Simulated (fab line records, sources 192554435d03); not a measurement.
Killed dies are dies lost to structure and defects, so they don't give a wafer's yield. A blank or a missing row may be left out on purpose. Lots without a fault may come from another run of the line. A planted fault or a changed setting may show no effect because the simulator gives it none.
fab line records | flow n5_finfet
record lots=24 wafers=72 last_day=17
route steps=1938 shown BEOL_M12@1643 BEOL_M13@1669
lots that met no fault: from a run of the same line without faults
start_h: hours from the record's first day to the start of the lot's first wafer shown | wait_h: hours since the lot's step before | " the same as in the row above | L1.1+2: a row that stands for several wafers | - no value, or no start given | * or withheld: withheld | < > ~ a bound
route shown NAME@n: a module of which the file shows steps, and the number in the route of the first | usual: mean/standard deviation of fault-free wafers | same: alike in all rows | chamber/n: place in a boat | sites: the reading at each site | _std_site: their standard deviation | _edge_site: outer sites' mean less inner sites' | radius_mm: how far each site lies from the wafer's centre | mask NAME#n: copy n | behind: the tool/chamber that last shaped the wafer | hold: why the lot was held/for how many hours/how that ended | device: the transistor (n, p or np) that didn't switch | end of line: the same wafers' tests at the end of the route | a step without rows: its recipe alone | killed: dies lost to structure and defects at the first sort, not the wafer's yield | map: a wafer's dies, x killed, . not, _ none there
set.NAME: the setting as run; set.NAME@STEP: as run at that earlier step | model.NAME: the simulator's own value behind a step, which no gauge read
steps of the route over a sample of lots; a table a step, a row a wafer
services: from which hour (start_h, from the record's first day; less than 0 if before it) a tool's chamber was out of use, for how many hours, and why
## steps
# step N5_BEOL_M12_ETCH_38
# recipe chemistry=CF4/N2 target=SiCN target_depth_a=687 taper_deg=2 time_s=73.4 ion_energy_ev=150 mask_material=SiO2 pressure_mtorr=40 source_w=430 bias_w=70 Ar_flow_sccm=100 cf4_flow_sccm=60 n2_flow_sccm=60
# usual drypump_motor_current_A=5.6/0.39 oes_product_au=0.81/0.094 rf_vpp_V=381.9/1.8 showerhead_plenum_p_Torr=2.19/0.066 throttle_valve_pct=15.46/0.25
# same time_s=73.4
# columns lot.wafer tool chamber start_h wait_h drypump_motor_current_A oes_product_au rf_hours_counter_h rf_vpp_V showerhead_plenum_p_Torr throttle_valve_pct
L074.1 rie_diel-02 2 231.47 - 4.8 0.73 198 383.9 2.25 15.35
L074.3 " 1 " " 5.7 0.70 217 381.2 2.09 15.38
L074.6 " 0 " " 5.9 0.70 - 385.0 2.27 15.53
L077.2 rie_diel-02 3 247.91 - 5.2 0.85 73 381.1 2.16 15.60
L077.3 " 1 " " 5.7 0.70 224 379.0 2.09 15.40
L077.6 " 1 " " 5.6 0.70 - 380.0 2.09 15.39
L075.1 rie_diel-06 1 248.67 - 6.2 0.85 66 380.3 2.14 15.59
L075.4 " 3 " " 5.5 0.82 - 379.7 2.16 15.42
L075.5 " 2 " " 5.5 0.71 - 381.2 2.19 15.74
L078.1 rie_diel-04 1 253.70 - 5.1 0.73 179 379.7 2.12 15.82
L078.5 " 2 " " 6.0 0.68 - 382.4 2.17 15.54
L078.6 " 1 " " 5.1 0.73 - 379.9 2.12 15.82
L076.4 rie_diel-04 3 253.83 - 5.5 0.78 149 379.7 2.13 15.55
L076.5 " 3 " " 5.5 0.78 - 380.5 2.13 15.56
L076.6 " 0 " " 6.1 0.70 - 382.3 2.25 15.54
L081.2 rie_diel-02 1 263.69 - 5.7 0.69 231 380.9 2.09 15.39
L081.3 " 3 " " 5.2 0.83 80 379.2 2.16 15.60
L081.6 " 1 " " 5.7 0.69 - 378.0 2.09 15.42
L079.1 rie_diel-06 3 266.77 - 5.5 0.81 98 379.6 2.15 15.43
L079.4 " 2 " " 5.5 0.71 - 382.6 2.18 15.76
L079.5 " 3 " " 5.5 0.81 - 379.1 2.15 15.45
L080.3 rie_diel-06 3 275.42 - 5.5 0.81 100 379.4 2.15 15.45
L080.4 " 0 " " 5.7 0.91 27 380.6 2.17 15.18
L080.5 " 3 " " 5.5 0.81 - 380.5 2.15 15.46
L082.3 rie_diel-06 2 280.83 - 5.5 0.69 215 381.8 2.18 15.77
L082.5 " 0 " " 5.7 0.91 - 380.2 2.16 15.19
L082.6 " 1 " " 6.2 0.84 - 381.6 2.14 15.62
L083.2 rie_diel-02 0 291.98 - 5.9 0.97 4 384.1 2.27 15.12
L083.3 " 1 " " 5.6 0.68 242 379.5 2.08 15.44
L083.5 " 3 " " 5.2 0.83 - 381.5 2.15 15.63
L084.2 rie_diel-04 0 308.65 - 6.1 0.98 2 382.8 2.25 15.07
L084.3 " 1 " " 5.1 0.72 202 380.3 2.11 15.87
L084.5 " 1 " " 5.1 0.72 - 381.1 2.11 15.88
L088.4 rie_diel-06 2 313.76 - 5.5 0.69 228 382.2 2.18 15.78
L088.5 " 2 " " 5.5 0.69 - 380.8 2.18 15.80
L088.6 " 1 " " 6.2 0.82 - 381.7 2.14 15.65
L085.1 rie_diel-06 1 313.86 - 6.2 0.83 89 380.0 2.14 15.64
L085.4 " 3 " " 5.5 0.80 114 381.5 2.15 15.48
L085.5 " 1 " " 6.2 0.83 - 381.7 2.14 15.67
L086.2 rie_diel-02 0 320.54 - 5.9 0.93 13 382.4 2.27 15.13
L086.3 " 3 " " 5.2 0.82 101 381.3 2.15 15.65
L086.6 " 0 " " 5.9 0.93 - 383.6 2.27 15.15
L087.1 rie_diel-06 1 328.11 - 6.2 0.82 94 381.7 2.13 15.65
L087.5 " 3 " " 5.5 0.79 - 379.3 2.15 15.52
L087.6 " 2 " " 5.5 0.69 - 382.4 2.18 15.81
L089.1 rie_diel-02 3 338.02 - 5.2 0.81 109 381.2 2.15 15.67
L089.3 " 2 " " 4.8 0.70 241 385.0 2.24 15.45
L089.5 " 0 " " 5.9 0.92 - 384.1 2.26 15.15
L090.4 rie_diel-02 0 338.27 - 5.9 0.92 22 383.6 2.26 15.16
L090.5 " 1 " " 5.6 0.97 - 386.6 2.34 14.97
L090.6 " 2 " " 4.8 0.70 - 384.4 2.24 15.45
L092.1 rie_diel-04 1 338.28 - 5.1 0.70 212 379.0 2.11 15.88
L092.2 " 0 " " 6.1 0.93 13 383.6 2.24 15.08
L092.3 " 3 " " 5.5 0.74 177 380.8 2.12 15.59
L091.2 rie_diel-02 0 338.41 - 5.9 0.92 22 384.8 2.26 15.15
L091.4 " 3 " " 5.2 0.80 109 379.8 2.14 15.66
L091.6 " 0 " " 5.9 0.92 - 383.1 2.26 15.17
L093.2 rie_diel-02 1 349.84 - 5.7 0.98 4 384.9 2.34 14.98
L093.4 " 0 " " 5.9 0.92 25 383.5 2.26 15.16
L093.5 " 0 " " 5.9 0.91 - 383.1 2.26 15.14
L097.3 rie_diel-02 3 369.86 - 5.2 0.80 121 381.3 2.14 15.70
L097.4 " 3 " " 5.2 0.79 - 381.1 2.14 15.70
L097.5 " 0 " " 5.9 0.89 - 383.6 2.26 15.18
L095.2 rie_diel-02 3 370.00 - 5.2 0.79 121 380.8 2.14 15.68
L095.5 " 0 " " 5.9 0.89 - 383.3 2.26 15.17
L095.6 " 3 " " 5.2 0.79 - 381.0 2.14 15.68
L094.1 rie_diel-06 3 371.19 - 5.5 0.78 134 380.7 2.14 15.52
L094.4 " 0 " " 5.7 0.86 63 381.1 2.15 15.27
L094.5 " 2 " " 5.5 0.68 - 382.4 2.17 15.82
L096.2 rie_diel-04 2 371.25 - 6.0 0.91 17 381.9 2.15 15.11
L096.4 " 3 " " 5.5 0.74 188 381.3 2.11 15.60
L096.5 " 2 " " 6.0 0.91 - 382.1 2.15 15.11
# step N5_BEOL_M12_SPUTTER_43
# recipe material=TaN target_thk_a=150 temp_c=50 bias_v=168.6 power_w=15000 chamber_pressure_pa=0.12 time_s=24.19
# usual susceptor_temp_C=49.99/0.11 throttle_valve_pct=29.6/1
# same time_s=24.19
# columns lot.wafer tool chamber start_h wait_h susceptor_temp_C throttle_valve_pct
L074.1 pvd_sputter-03 - 232.12 0.0 49.92 29.4
L074.3 " - " " 49.82 29.1
L074.6 " - " " 49.87 29.6
L077.2 pvd_sputter-03 - 248.38 0.0 50.03 27.4
L077.3 " - " " 50.17 30.1
L077.6 " - " " 50.04 29.5
L075.1 pvd_sputter-02 - 249.57 0.0 49.89 30.0
L075.4 " - " " 49.87 30.5
L075.5 " - " " 49.99 29.3
L078.1 pvd_sputter-02 - 254.25 0.0 50.00 30.2
L078.5 " - " " 50.14 30.0
L078.6 " - " " 50.00 30.5
L076.4 pvd_sputter-03 - 254.42 0.0 50.05 30.2
L076.5 " - " " 50.11 27.5
L076.6 " - " " 49.88 29.3
L081.2 pvd_sputter-03 - 263.97 0.0 49.89 29.6
L081.3 " - " " 50.12 29.9
L081.6 " - " " 50.05 29.9
L079.1 pvd_sputter-02 - 267.29 0.0 50.13 29.7
L079.4 " - " " 49.98 30.6
L079.5 " - " " 49.86 30.1
L080.3 pvd_sputter-01 - 276.03 0.0 49.73 30.0
L080.4 " - " " 50.06 27.9
L080.5 " - " " 49.97 28.2
L082.3 pvd_sputter-03 - 281.48 0.0 49.86 27.6
L082.5 " - " " 50.06 27.8
L082.6 " - " " 49.91 29.5
L083.2 pvd_sputter-03 - 292.45 0.0 49.85 29.3
L083.3 " - " " 49.80 30.1
L083.5 " - " " 50.06 29.5
L084.2 pvd_sputter-02 - 308.95 0.0 50.11 30.1
L084.3 " - " " 50.03 29.2
L084.5 " - " " 49.90 28.9
L088.4 pvd_sputter-03 - 314.26 0.0 50.05 29.8
L088.5 " - " " 49.94 30.1
L088.6 " - " " 50.11 29.3
L085.1 pvd_sputter-02 - 314.30 0.0 49.92 29.8
L085.4 " - " " 50.07 29.0
L085.5 " - " " 49.98 30.6
L086.2 pvd_sputter-01 - 321.14 0.0 49.82 30.3
L086.3 " - " " 49.91 30.6
L086.6 " - " " 49.90 30.3
L087.1 pvd_sputter-03 - 328.64 0.0 50.13 27.6
L087.5 " - " " 49.96 29.2
L087.6 " - " " 49.92 30.0
L089.1 pvd_sputter-01 - 338.62 0.0 50.12 31.9
L089.3 " - " " 49.97 30.3
L089.5 " - " " 50.18 31.6
L090.4 pvd_sputter-03 - 338.63 0.0 49.91 29.5
L090.5 " - " " 50.13 30.3
L090.6 " - " " 49.79 27.6
L092.1 pvd_sputter-02 - 338.78 0.0 50.24 30.3
L092.2 " - " " 49.85 30.1
L092.3 " - " " 50.13 29.3
L091.2 pvd_sputter-03 - 338.95 0.0 50.00 27.8
L091.4 " - " " 50.00 29.2
L091.6 " - " " 50.04 29.4
L093.2 pvd_sputter-01 - 350.44 0.0 50.03 30.2
L093.4 " - " " 49.69 28.0
L093.5 " - " " 50.02 28.1
L097.3 pvd_sputter-03 - 370.39 0.0 50.05 29.1
L097.4 " - " " 49.86 29.9
L097.5 " - " " 49.93 30.2
L095.2 pvd_sputter-03 - 370.79 0.0 50.13 30.0
L095.5 " - " " 49.93 29.3
L095.6 " - " " 50.24 30.2
L094.1 pvd_sputter-01 - 371.68 0.0 49.92 30.4
L094.4 " - " " 50.05 28.2
L094.5 " - " " 49.96 31.7
L096.2 pvd_sputter-02 - 371.77 0.0 50.11 29.9
L096.4 " - " " 49.94 29.7
L096.5 " - " " 50.06 30.4
# step N5_BEOL_M13_CD_MEAS_10
# recipe target_cd_nm=190 landing_energy_ev=500 detector=se_inlens polarity=opening
# usual cd_nm=189.1/1.5
# columns lot.wafer tool chamber start_h wait_h cd_nm
L074.1 cd_sem-02 0 233.78 - 191.5
L074.3 " 0 " " 189.7
L074.6 " 0 " " 191.8
L077.2 cd_sem-03 0 250.07 - 190.8
L077.3 " 0 " " 188.7
L077.6 " 0 " " 191.4
L075.1 cd_sem-03 0 251.52 - 188.3
L075.4 " 0 " " 188.2
L075.5 " 0 " " 189.0
L078.1 cd_sem-02 0 258.42 - 190.6
L078.5 " 0 " " 190.8
L078.6 " 0 " " 188.6
L076.4 cd_sem-03 0 258.86 - 188.1
L076.5 " 0 " " 189.2
L076.6 " 0 " " 189.2
L081.2 cd_sem-03 0 265.77 - 188.7
L081.3 " 0 " " 190.5
L081.6 " 0 " " 190.7
L079.1 cd_sem-03 0 269.49 - 191.1
L079.4 " 0 " " 189.5
L079.5 " 0 " " 191.3
L080.3 cd_sem-02 0 277.69 - 188.5
L080.4 " 0 " " 187.4
L080.5 " 0 " " 188.6
L082.3 cd_sem-01 0 283.26 - 187.5
L082.5 " 0 " " 188.5
L082.6 " 0 " " 187.2
L083.2 cd_sem-03 0 294.40 - 188.4
L083.3 " 0 " " 188.1
L083.5 " 0 " " 187.9
L084.2 cd_sem-02 0 310.73 - 188.1
L084.3 " 0 " " 189.0
L084.5 " 0 " " 187.8
L088.4 cd_sem-01 0 315.92 - 189.5
L088.5 " 0 " " 186.8
L088.6 " 0 " " 189.7
L085.1 cd_sem-01 0 316.16 - 189.8
L085.4 " 0 " " 188.3
L085.5 " 0 " " 190.5
L086.2 cd_sem-03 0 322.95 - 190.9
L086.3 " 0 " " 189.6
L086.6 " 0 " " 191.4
L087.1 cd_sem-03 0 330.33 - 188.8
L087.5 " 0 " " 187.5
L087.6 " 0 " " 190.2
L089.1 cd_sem-02 0 340.37 - 189.5
L089.3 " 0 " " 187.5
L089.5 " 0 " " 186.6
L090.4 cd_sem-01 0 340.59 - 190.7
L090.5 " 0 " " 190.5
L090.6 " 0 " " 188.5
L092.1 cd_sem-02 0 340.75 - 185.0
L092.2 " 0 " " 188.8
L092.3 " 0 " " 187.3
L091.2 cd_sem-03 0 340.91 - 185.4
L091.4 " 0 " " 188.3
L091.6 " 0 " " 188.0
L093.2 cd_sem-03 0 352.09 - 190.4
L093.4 " 0 " " 188.7
L093.5 " 0 " " 190.6
L097.3 cd_sem-01 0 372.06 - 192.2
L097.4 " 0 " " 190.9
L097.5 " 0 " " 191.5
L095.2 cd_sem-03 0 372.57 - 188.2
L095.5 " 0 " " 189.9
L095.6 " 0 " " 190.1
L094.1 cd_sem-01 0 373.70 - 186.8
L094.4 " 0 " " 186.5
L094.5 " 0 " " 191.0
L096.2 cd_sem-03 0 374.07 - 188.7
L096.4 " 0 " " 188.2
L096.5 " 0 " " 189.9
# step N5_BEOL_M13_STRIP_64
# recipe chemistry=N2/H2 power_w=1000 temp_c=250 h2_frac=0.65 overash_fraction=0.3 pressure_mtorr=withheld n2_flow_sccm=1750 h2_flow_sccm=3250
# usual drypump_motor_current_A=5.8/0.45 heater_power_w=332/8.5 oes_product_au=0.715/0.0047 strip_time_to_endpoint_s=31.33/0.065
# same overash_fraction=0.3
# columns lot.wafer tool chamber start_h wait_h drypump_motor_current_A heater_power_w oes_product_au rf_hours_counter_h strip_time_to_endpoint_s
L074.1 plasma_asher-01 0 234.25 0.0 5.4 325 0.717 60 31.29
L074.3 " 0 " " 5.4 324 0.713 - 31.34
L074.6 " 0 " " 5.4 327 0.720 - 31.38
L077.2 plasma_asher-01 0 250.54 0.0 5.4 329 0.715 64 31.31
L077.3 " 1 " " 5.3 352 0.718 - 31.34
L077.6 " 1 " " 5.3 347 0.709 - 31.50
L075.1 plasma_asher-02 0 251.99 0.0 6.4 336 0.720 131 31.28
L075.4 " 1 " " 5.7 336 0.711 - 31.35
L075.5 " 1 " " 5.7 331 0.721 - 31.30
L078.1 plasma_asher-02 1 258.89 0.0 5.7 329 0.714 133 31.35
L078.5 " 1 " " 5.7 326 0.719 - 31.33
L078.6 " 0 " " 6.4 333 0.718 - 31.30
L076.4 plasma_asher-02 0 259.35 0.0 6.4 337 0.710 - 31.30
L076.5 " 0 " " 6.4 337 0.719 - 31.36
L076.6 " 1 " " 5.7 335 0.714 - 31.39
L081.2 plasma_asher-02 0 266.42 0.0 6.5 329 0.716 134 31.43
L081.3 " 1 " " 5.7 333 0.715 - 31.39
L081.6 " 1 " " 5.7 329 0.722 - 31.29
L079.1 plasma_asher-01 1 270.01 0.0 5.3 344 0.715 68 31.35
L079.4 " 1 " " 5.3 344 0.717 - 31.37
L079.5 " 0 " " 5.4 324 0.709 - 31.32
L080.3 plasma_asher-02 1 278.18 0.0 5.7 325 0.719 - 31.33
L080.4 " 0 " " 6.4 325 0.717 - 31.29
L080.5 " 1 " " 5.7 331 0.714 - 31.33
L082.3 plasma_asher-01 0 283.75 0.0 5.4 317 0.725 - 31.25
L082.5 " 1 " " 5.3 347 0.716 - 31.33
L082.6 " 0 " " 5.4 321 0.713 - 31.25
L083.2 plasma_asher-02 0 295.27 0.0 6.4 332 0.711 139 31.34
L083.3 " 1 " " 5.7 329 0.711 - 31.34
L083.5 " 1 " " 5.7 333 0.712 - 31.34
L084.2 plasma_asher-02 0 311.25 0.0 6.4 338 0.717 141 31.37
L084.3 " 1 " " 5.7 327 0.715 - 31.35
L084.5 " 0 " " 6.4 336 0.713 - 31.38
L088.4 plasma_asher-01 0 316.63 0.0 5.4 330 0.715 - 31.26
L088.5 " 0 " " 5.4 319 0.724 - 31.34
L088.6 " 1 " " 5.3 344 0.723 - 31.27
L085.1 plasma_asher-02 1 316.97 0.0 5.7 332 0.720 143 31.42
L085.4 " 1 " " 5.7 325 0.699 - 31.45
L085.5 " 1 " " 5.7 324 0.719 - 31.35
L086.2 plasma_asher-01 0 323.42 0.0 5.4 325 0.713 81 31.36
L086.3 " 1 " " 5.2 344 0.717 - 31.34
L086.6 " 1 " " 5.3 348 0.720 - 31.46
L087.1 plasma_asher-01 1 331.43 0.0 5.3 348 0.717 82 31.20
L087.5 " 0 " " 5.4 325 0.716 - 31.20
L087.6 " 1 " " 5.3 351 0.710 - 31.21
L089.1 plasma_asher-02 0 340.95 0.0 6.4 329 0.717 148 31.33
L089.3 " 1 " " 5.7 331 0.713 - 31.36
L089.5 " 0 " " 6.4 331 0.718 - 31.34
L090.4 plasma_asher-02 1 341.32 0.0 5.7 339 0.711 - 31.32
L090.5 " 0 " " 6.4 326 0.722 - 31.36
L090.6 " 1 " " 5.7 333 0.715 - 31.33
L092.1 plasma_asher-02 0 341.42 0.0 6.5 330 0.711 148 31.19
L092.2 " 1 " " 5.7 329 0.717 148 31.15
L092.3 " 0 " " 6.4 332 0.716 - 31.25
L091.2 plasma_asher-02 1 341.62 0.0 5.7 334 0.718 148 31.38
L091.4 " 1 " " 5.7 327 0.715 - 31.35
L091.6 " 0 " " 6.4 342 0.709 - 31.23
L093.2 plasma_asher-01 1 352.57 0.0 5.2 354 0.715 85 31.23
L093.4 " 1 " " 5.3 349 0.714 - 31.33
L093.5 " 0 " " 5.4 316 0.709 - 31.32
L097.3 plasma_asher-02 1 372.78 0.0 5.7 324 0.723 - 31.38
L097.4 " 0 " " 6.4 333 0.715 - 31.42
L097.5 " 1 " " 5.7 331 0.720 - 31.40
L095.2 plasma_asher-02 0 373.09 0.0 6.4 334 0.715 155 31.36
L095.5 " 0 " " 6.4 337 0.713 - 31.36
L095.6 " 1 " " 5.7 323 0.709 - 31.34
L094.1 plasma_asher-02 1 374.18 0.0 5.7 321 0.709 155 31.32
L094.4 " 1 " " 5.7 320 0.723 - 31.29
L094.5 " 1 " " 5.7 334 0.717 - 31.40
L096.2 plasma_asher-02 1 374.54 0.0 5.7 324 0.717 155 31.40
L096.4 " 0 " " 6.4 341 0.720 - 31.40
L096.5 " 0 " " 6.4 340 0.724 - 31.38
# step N5_BEOL_M13_ETCH_67
# recipe chemistry=CF4 target=SiARC target_depth_a=1430 time_s=238.3 ion_energy_ev=80 pressure_mtorr=40 source_w=545 bias_w=36 Ar_flow_sccm=100 cf4_flow_sccm=100 ends=cleared
# usual drypump_motor_current_A=5.8/0.52 etch_rf_on_time_s=235/9.4 oes_product_au=0.70/0.075 rf_vpp_V=183.9/1 showerhead_plenum_p_Torr=2.12/0.059 throttle_valve_pct=15.54/0.23
# columns lot.wafer tool chamber start_h wait_h drypump_motor_current_A etch_rf_on_time_s oes_product_au rf_hours_counter_h rf_vpp_V showerhead_plenum_p_Torr throttle_valve_pct
L074.1 rie_diel-01 3 234.97 0.0 6.3 247 0.63 143 182.6 2.07 15.60
L074.3 " 2 " " 5.6 238 0.73 54 183.8 2.08 15.39
L074.6 " 0 " " 6.0 247 0.62 - 183.1 2.13 15.72
L077.2 rie_diel-01 0 251.26 0.0 6.0 244 0.62 178 185.2 2.13 15.73
L077.3 " 2 " " 5.6 234 0.72 60 183.2 2.08 15.42
L077.6 " 1 " " 5.7 227 0.86 - 186.7 2.28 15.26
L075.1 rie_diel-03 0 252.59 0.0 6.6 233 0.82 6 184.2 2.14 15.47
L075.4 " 2 " " 5.2 228 0.62 223 182.9 2.12 15.86
L075.5 " 3 " " 6.4 218 0.77 - 184.6 2.10 15.16
L078.1 rie_diel-01 2 259.61 0.0 5.6 236 0.72 63 183.1 2.08 15.42
L078.5 " 3 " " 6.3 247 0.62 - 183.1 2.06 15.61
L078.6 " 2 " " 5.6 233 0.72 - 183.6 2.08 15.42
L076.4 rie_diel-05 1 259.94 0.0 5.4 248 0.67 77 184.7 2.17 15.39
L076.5 " 3 " " 5.5 218 0.80 - 183.4 2.19 15.53
L076.6 " 2 " " 5.7 243 0.71 - 186.1 2.15 15.11
L081.2 rie_diel-03 2 267.12 0.0 5.2 232 0.61 228 181.8 2.12 15.84
L081.3 " 3 " " 6.4 222 0.77 51 183.6 2.09 15.17
L081.6 " 2 " " 5.2 236 0.60 - 184.2 2.12 15.85
L079.1 rie_diel-05 2 270.73 0.0 5.7 239 0.72 75 183.8 2.14 15.11
L079.4 " 1 " " 5.4 250 0.67 81 184.5 2.17 15.36
L079.5 " 3 " " 5.5 218 0.80 - 185.1 2.19 15.54
L080.3 rie_diel-03 1 278.89 0.0 4.7 232 0.74 59 184.0 2.10 15.76
L080.4 " 3 " " 6.4 218 0.77 54 182.8 2.09 15.20
L080.5 " 1 " " 4.7 229 0.74 - 184.3 2.10 15.77
L082.3 rie_diel-01 1 284.33 0.0 5.7 227 0.82 10 185.8 2.27 15.29
L082.5 " 0 " " 6.0 243 0.61 - 183.3 2.12 15.75
L082.6 " 1 " " 5.7 226 0.82 - 186.1 2.27 15.29
L083.2 rie_diel-01 3 295.87 0.0 6.3 250 0.62 158 182.9 2.06 15.64
L083.3 " 2 " " 5.6 240 0.70 75 183.9 2.07 15.44
L083.5 " 0 " " 6.0 249 0.60 - 185.0 2.12 15.76
L084.2 rie_diel-05 2 311.85 0.0 5.7 243 0.70 87 184.3 2.14 15.15
L084.3 " 0 " " 6.4 226 0.65 142 184.1 2.06 15.79
L084.5 " 2 " " 5.7 242 0.69 - 184.9 2.14 15.14
L088.4 rie_diel-01 1 317.33 0.0 5.7 230 0.80 20 185.7 2.27 15.28
L088.5 " 0 " " 6.0 244 0.60 - 183.9 2.12 15.78
L088.6 " 3 " " 6.3 249 0.61 - 183.8 2.06 15.64
L085.1 rie_diel-03 0 317.75 0.0 6.5 236 0.77 24 182.7 2.13 15.51
L085.4 " 1 " " 4.7 239 0.72 70 184.0 2.10 15.80
L085.5 " 3 " " 6.4 222 0.75 - 183.0 2.09 15.21
L086.2 rie_diel-05 1 324.25 0.0 5.4 249 0.65 95 183.2 2.16 15.39
L086.3 " 0 " " 6.4 225 0.65 146 184.4 2.06 15.78
L086.6 " 2 " " 5.7 242 0.70 - 184.2 2.14 15.14
L087.1 rie_diel-01 0 332.03 0.0 6.0 246 0.60 205 182.7 2.12 15.78
L087.5 " 3 " " 6.3 246 0.61 - 182.8 2.06 15.66
L087.6 " 2 " " 5.6 235 0.69 - 183.5 2.07 15.45
L089.1 rie_diel-01 2 341.68 0.0 5.6 236 0.70 88 183.5 2.07 15.46
L089.3 " 3 " " 6.3 249 0.60 173 182.8 2.06 15.66
L089.5 " 0 " " 6.0 251 0.59 - 184.7 2.12 15.80
L090.4 rie_diel-03 2 341.95 0.0 5.2 233 0.59 249 183.5 2.12 15.89
L090.5 " 2 " " 5.2 233 0.59 - 183.4 2.12 15.91
L090.6 " 1 " " 4.7 233 0.71 - 183.8 2.10 15.81
L092.1 rie_diel-01 2 342.35 0.0 5.6 234 0.70 88 183.1 2.07 15.47
L092.2 " 1 " " 5.7 230 0.78 28 185.3 2.27 15.32
L092.3 " 0 " " 6.0 248 0.59 209 182.9 2.12 15.80
L091.2 rie_diel-03 3 342.50 0.0 6.4 219 0.75 73 182.0 2.09 15.22
L091.4 " 1 " " 4.7 233 0.72 78 182.0 2.10 15.82
L091.6 " 2 " " 5.2 234 0.59 - 184.9 2.12 15.90
L093.2 rie_diel-01 3 353.30 0.0 6.3 246 0.60 177 183.8 2.05 15.67
L093.4 " 2 " " 5.6 234 0.69 - 185.3 2.07 15.47
L093.5 " 3 " " 6.3 245 0.61 - 184.0 2.05 15.65
L097.3 rie_diel-03 2 373.48 0.0 5.2 230 0.83 6 184.0 2.11 15.39
L097.4 " 1 " " 4.7 232 0.71 89 184.1 2.09 15.83
L097.5 " 1 " " 4.7 232 0.71 - 183.2 2.09 15.83
L095.2 rie_diel-05 3 373.68 0.0 5.5 222 0.75 72 182.4 2.18 15.61
L095.5 " 3 " " 5.5 221 0.75 - 184.0 2.17 15.60
L095.6 " 0 " " 6.4 230 0.63 - 182.9 2.06 15.79
L094.1 rie_diel-03 0 374.78 0.0 6.5 232 0.75 44 183.0 2.12 15.55
L094.4 " 1 " " 4.7 231 0.71 90 182.8 2.09 15.84
L094.5 " 3 " " 6.4 219 0.74 - 183.3 2.08 15.26
L096.2 rie_diel-05 1 375.37 0.0 5.4 248 0.65 105 184.7 2.16 15.41
L096.4 " 3 " " 5.6 221 0.75 73 185.2 2.17 15.59
L096.5 " 1 " " 5.4 247 0.64 - 184.4 2.16 15.42
# step N5_BEOL_M13_RS_MEAS_54
# recipe thk_meas_gauge=four-point-probe reads=Cu_of_BEOL_M13_ECD_47+Ta_of_BEOL_M13_SPUTTER_44+TaN_of_BEOL_M13_SPUTTER_43
# usual M13_RS=0.0448/0.00089
# columns lot.wafer tool chamber start_h wait_h M13_RS[ohm/sq]
L074.1 film_metro-02 - 238.39 0.1 0.0462
L074.3 " - " " 0.0440
L074.6 " - " " 0.0457
L077.2 film_metro-02 - 255.54 0.1 0.0457
L077.3 " - " " 0.0444
L077.6 " - " " 0.0439
L075.1 film_metro-01 - 256.28 0.0 0.0449
L075.4 " - " " 0.0450
L075.5 " - " " 0.0443
L078.1 film_metro-02 - 263.35 0.0 0.0445
L078.5 " - " " 0.0461
L078.6 " - " " 0.0447
L076.4 film_metro-02 - 263.45 0.0 0.0469
L076.5 " - " " 0.0442
L076.6 " - " " 0.0450
L081.2 film_metro-02 - 271.52 0.1 0.0447
L081.3 " - " " 0.0443
L081.6 " - " " 0.0448
L079.1 film_metro-02 - 277.68 0.0 0.0442
L079.4 " - " " 0.0464
L079.5 " - " " 0.0434
L082.3 film_metro-01 - 288.38 0.1 0.0434
L082.5 " - " " 0.0456
L082.6 " - " " 0.0434
L080.3 film_metro-02 - 288.53 0.1 0.0447
L080.4 " - " " 0.0447
L080.5 " - " " 0.0446
L083.2 film_metro-01 - 298.94 0.1 0.0452
L083.3 " - " " 0.0452
L083.5 " - " " 0.0453
L084.2 film_metro-01 - 315.79 0.1 0.0448
L084.3 " - " " 0.0435
L084.5 " - " " 0.0451
L088.4 film_metro-01 - 320.60 0.0 0.0442
L088.5 " - " " 0.0460
L088.6 " - " " 0.0461
L085.1 film_metro-01 - 321.74 0.0 0.0443
L085.4 " - " " 0.0443
L085.5 " - " " 0.0443
L086.2 film_metro-02 - 329.77 0.1 0.0462
L086.3 " - " " 0.0432
L086.6 " - " " 0.0435
L087.1 film_metro-02 - 335.03 0.0 0.0462
L087.5 " - " " 0.0454
L087.6 " - " " 0.0445
L089.1 film_metro-01 - 349.65 0.0 0.0445
L089.3 " - " " 0.0456
L089.5 " - " " 0.0462
L090.4 film_metro-02 - 349.79 0.0 0.0450
L090.5 " - " " 0.0450
L090.6 " - " " 0.0446
L092.1 film_metro-02 - 349.98 0.0 0.0447
L092.2 " - " " 0.0439
L092.3 " - " " 0.0462
L091.2 film_metro-02 - 350.20 0.1 0.0447
L091.4 " - " " 0.0445
L091.6 " - " " 0.0456
L093.2 film_metro-01 - 356.13 0.1 0.0459
L093.4 " - " " 0.0442
L093.5 " - " " 0.0465
L097.3 film_metro-02 - 377.89 0.1 0.0444
L097.4 " - " " 0.0443
L097.5 " - " " 0.0442
L095.2 film_metro-01 - 381.50 0.1 0.0443
L095.5 " - " " 0.0440
L095.6 " - " " 0.0444
L094.1 film_metro-01 - 381.94 0.0 0.0438
L094.4 " - " " 0.0441
L094.5 " - " " 0.0441
L096.2 film_metro-01 - 382.21 0.1 0.0456
L096.4 " - " " 0.0441
L096.5 " - " " 0.0460
## services
# columns tool chamber start_h hours kind
rie_diel-05 3 215.50 3.4 repair
rie_diel-05 1 223.62 5.1 repair
plasma_asher-02 - 234.09 1.8 repair
rie_diel-02 0 240.73 - clean
rie_diel-02 0 240.73 - consumable_replace:focus_ring
rie_diel-06 0 247.66 11.7 repair
rie_diel-01 3 248.54 4.6 repair
rie_diel-03 - 271.79 0.6 repair
rie_diel-04 3 275.02 10.0 repair
pvd_sputter-03 - 277.53 2.1 repair
rie_diel-06 3 280.34 5.1 repair
rie_diel-05 2 312.96 1.2 repair
rie_diel-02 1 317.81 - clean
rie_diel-02 1 317.81 - consumable_replace:focus_ring
rie_diel-02 1 317.81 - consumable_replace:showerhead
rie_diel-02 1 317.81 17.8 scheduled_down
rie_diel-02 1 317.81 17.8 vent_cycle
rie_diel-05 0 325.26 13.9 repair
rie_diel-05 1 332.19 21.8 repair
rie_diel-01 1 350.76 4.5 repair
rie_diel-03 3 355.96 5.1 repair
rie_diel-04 2 361.65 6.5 repair
rie_diel-02 2 366.02 - clean
rie_diel-02 2 366.02 - consumable_replace:focus_ring
## key
fault none
